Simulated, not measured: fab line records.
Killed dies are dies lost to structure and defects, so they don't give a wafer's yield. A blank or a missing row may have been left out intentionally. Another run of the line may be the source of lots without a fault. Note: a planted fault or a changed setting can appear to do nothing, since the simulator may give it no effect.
Struck lot and sound lot, side by side | flow n5Finfet | 19 out of 1938 route steps
Sound: wafers L933.2, L933.3, L933.4. Struck: wafers L945.2, L945.5 (left out: L945.3, a lot-mate that was not struck); the cause follows at the end.
At each step with rows: each side's tool, then ch and its chambers, then its first start. Under that, the readings that differ: sound wafers | struck wafers | difference of the means | sigmas: that difference in standard deviations of wafers without a fault.
alike: a reading whose means differ by less than 2 such deviations, as well as words and numbers matching on both sides. not compared: withheld readings; readings where some wafer has no value; bounds like >300 that might hide an equal value; numbers whose values overlap and for which the record gives no deviation.
Wherever a step has rows on one side only, a row that says differs or no value, or a row with sigmas, the two part there. When numbers do not overlap yet have no deviation, they are printed without sigmas and do not part them. A reading missing from all wafers of one side parts the sides only when that side holds two or more wafers.

first, 7 steps without rows for these wafers: N5_BEOL_M11_COAT_60 (time 60 s, resist thk 30 nm); N5_BEOL_M11_COAT_05 (resist thk 90 nm); N5_BEOL_M11_EBR_07; N5_BEOL_M11_SOFTBAKE_06 (time 60 s); N5_BEOL_M11_EXPOSE_08 (exposes mask M11); N5_BEOL_M11_PEB_09 (peb time 60 s); N5_BEOL_M11_DEVELOP_10 (develop time 30 s).
N5_BEOL_M11_CD_MEAS_11: the cd target is 64.1 nm.
  sound on cdSem-03 ch 0, day 12 08:49; struck on cdSem-03 ch 0, day 15 03:13
reading   | sound          | struck    | difference | sigmas
cdNm (nm) | 63.7 64.5 64.0 | 65.6 65.2 | +1.3       | +2
N5_BEOL_M11_OVL_MEAS_12:
  sound on overlay-02 ch 0, day 12 08:50; struck on overlay-02 ch 0, day 15 03:14
  alike: M11_OVL
N5_BEOL_M11_INSPECT_13: inspects for defects (brightfield).
  struck on defectInspect-01, day 15 03:16; sound on defectInspect-01, day 12 08:52
  alike: rawDefectCount
N5_BEOL_M11_DESCUM_16: chemistry O2, time 7.9 s.
  sound on rieDiel-02 ch 0,1,2, day 12 09:07; struck on rieDiel-02 ch 3, day 15 03:38
reading                  | sound       | struck  | difference | sigmas
drypumpMotorCurrentA (A) | 5.6 6.0 5.9 | 4.8 4.7 | -1.1       | -2
  alike: o2FlowSccm, oesProductAu, rfVppV, showerheadPlenumPTorr, throttleValvePct
  not compared: rfHoursCounterH
N5_BEOL_M11_ETCH_61: etches SiARC in CF4, target depth 39 nm, time 65 s.
  sound on rieDiel-02 ch 0,1,2, day 12 09:08; struck on rieDiel-02 ch 3, day 15 03:41
  alike: drypumpMotorCurrentA, etchRfOnTimeS, oesProductAu, rfVppV, showerheadPlenumPTorr, throttleValvePct
  not compared: rfHoursCounterH
N5_BEOL_M11_ETCH_62: etches SOC in N2/H2, target depth 110 nm, overetch 22 nm, time 165 s.
  sound on rieDiel-02 ch 0,1,2, day 12 09:11; struck on rieDiel-02 ch 3, day 15 03:44
reading                                    | sound          | struck  | difference | sigmas
drypumpMotorCurrentA (A)                   | 5.6 6.0 5.9    | 4.8 4.7 | -1.1       | -2
model.SiARC_of_BEOL_M11_COAT_60.thkNm (nm) | 23.4 23.6 23.6 | 21 20.8 | -3         | 
model.BEOL_M11.cdOffsetNm (nm)             | -0.2 0 -0.2    | 2.6 2.2 | +2.5       | 
  alike: oesProductAu, rfVppV, showerheadPlenumPTorr, throttleValvePct
  not compared: rfHoursCounterH
then, 1 step without rows for these wafers: N5_BEOL_M11_STRIP_68 (strips in N2/H2).
N5_BEOL_M11_STRIP_67: strips in CF4.
  sound on rieDiel-02 ch 0,1,2, day 12 09:20; struck on rieDiel-02 ch 3, day 15 03:53
reading                  | sound       | struck  | difference | sigmas
drypumpMotorCurrentA (A) | 5.6 6.0 5.9 | 4.7 4.7 | -1.1       | -2
  alike: oesProductAu, powerW, rfVppV, showerheadPlenumPTorr, throttleValvePct
  not compared: rfHoursCounterH
N5_BEOL_M11_HM_OPEN_17: chemistry Cl2/BCl3, target TiN, target depth 20 nm, overetch 6 nm.
  sound on rieMetal-01 ch 0,1, day 12 09:23; struck on rieMetal-02 ch 0, day 15 03:55
reading                        | sound       | struck  | difference | sigmas
drypumpMotorCurrentA (A)       | 5.3 5.7 5.3 | 6.5 6.5 | +1.1       | +3
model.BEOL_M11.cdOffsetNm (nm) | -0.4 0 -0.2 | 2.6 2.2 | +2.6       | 
  alike: oesProductAu, throttleValvePct
  not compared: rfHoursCounterH
N5_BEOL_M11_STRIP_19: strips in O2.
  sound on rieDiel-02 ch 0,1,3, day 12 09:29; struck on rieDiel-04 ch 2, day 15 04:03
  alike: drypumpMotorCurrentA, o2FlowSccm, oesProductAu, rfVppV, showerheadPlenumPTorr, throttleValvePct
  not compared: rfHoursCounterH
N5_BEOL_M11_CD_MEAS_18: pitch 140 nm, target cd 70 nm.
  struck on cdSem-02, day 15 04:08; sound on cdSem-02, day 12 09:34
reading   | sound          | struck    | difference | sigmas
cdNm (nm) | 69.7 70.1 69.5 | 72.2 71.6 | +2.1       | +3
then, 1 step without rows for these wafers: N5_BEOL_M11_COAT_63 (time 60 s, resist thk 100 nm).

## WHERE THEY PART
First at N5_BEOL_M11_CD_MEAS_11; last, within this record, at N5_BEOL_M11_CD_MEAS_18.

WHY: the cause the simulator had injected
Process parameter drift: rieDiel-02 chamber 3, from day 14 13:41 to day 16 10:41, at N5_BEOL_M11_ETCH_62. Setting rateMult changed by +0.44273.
